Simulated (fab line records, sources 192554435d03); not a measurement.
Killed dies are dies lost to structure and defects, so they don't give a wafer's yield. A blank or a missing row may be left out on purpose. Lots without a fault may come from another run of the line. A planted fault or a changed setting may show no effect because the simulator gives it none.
Chamber matching | flow n5_finfet | N5_MOL_CONTACT_COAG_ETCH_90 on rie_diel-04: 4 sister chambers
The step etches SiARC in CF4, target depth 13 nm, time 21.7 s. 18 wafers are shown with their chamber, then 9 later ones without.

WAFERS WITH THEIR CHAMBER
wafer  | chamber | throttle_valve_pct (%) | showerhead_plenum_p_Torr (Torr) | oes_product_au (a.u.)
L074.1 | 1       | 15.31                  | 2.06                            | 0.66
L074.3 | 0       | 15.55                  | 2.08                            | 0.73
L074.5 | 3       | 15.54                  | 2.15                            | 0.61
L084.3 | 2       | 16.04                  | 2.12                            | 0.58
L084.4 | 3       | 15.56                  | 2.14                            | 0.60
L084.6 | 2       | 16.03                  | 2.12                            | 0.58
L085.3 | 1       | 15.37                  | 2.05                            | 0.64
L085.5 | 3       | 15.58                  | 2.14                            | 0.60
L085.6 | 2       | 16.04                  | 2.12                            | 0.58
L087.1 | 1       | 15.36                  | 2.05                            | 0.65
L087.4 | 3       | 15.57                  | 2.14                            | 0.60
L087.5 | 1       | 15.37                  | 2.05                            | 0.66
L088.3 | 1       | 15.38                  | 2.05                            | 0.65
L088.5 | 1       | 15.40                  | 2.05                            | 0.65
L088.6 | 0       | 15.60                  | 2.07                            | 0.70
L090.1 | 1       | 15.39                  | 2.05                            | 0.64
L090.3 | 0       | 15.62                  | 2.07                            | 0.69
L090.6 | 3       | 15.59                  | 2.14                            | 0.60

SIGNATURES (means of the wafers above)
reading                  | chamber 0 | chamber 1 | chamber 2 | chamber 3 | scatter within a chamber
throttle_valve_pct       | 15.5900   | 15.3686   | 16.0367   | 15.5680   | 0.0257
showerhead_plenum_p_Torr | 2.0733    | 2.0514    | 2.1200    | 2.1420    | 0.00407
oes_product_au           | 0.7067    | 0.6500    | 0.5800    | 0.6020    | 0.00981
Rule: a wafer's distance from a chamber is the root of the sum, over the readings, of the square of ((its reading less the chamber's mean) divided by the reading's scatter). The wafer belongs to the nearest chamber; if the next one is less than 2 further off, it can't be placed. The scatter: the root of (the sum of the squares of (reading less its chamber's mean) over the shown wafers, divided by (wafers less chambers)).

WAFERS WITHOUT THEIR CHAMBER
wafer  | throttle_valve_pct (%) | showerhead_plenum_p_Torr (Torr) | oes_product_au (a.u.)
L094.3 | 15.61                  | 2.07                            | 0.68
L094.5 | 15.60                  | 2.07                            | 0.70
L094.6 | 15.60                  | 2.13                            | 0.59
L095.2 | 16.07                  | 2.11                            | 0.57
L095.4 | 15.42                  | 2.05                            | 0.63
L095.5 | 15.43                  | 2.05                            | 0.63
L096.3 | 15.40                  | 2.05                            | 0.63
L096.4 | 16.07                  | 2.11                            | 0.56
L096.5 | 16.10                  | 2.11                            | 0.56

WHICH CHAMBER EACH WENT THROUGH
wafer  | from the rows above | in truth
L094.3 | 0                   | 0
L094.5 | 0                   | 0
L094.6 | 3                   | 3
L095.2 | 2                   | 2
L095.4 | 1                   | 1
L095.5 | 1                   | 1
L096.3 | 1                   | 1
L096.4 | 2                   | 2
L096.5 | 2                   | 2
Placed correctly: 9 of 9. Can't be placed from these rows: 0. Placed wrongly: 0.
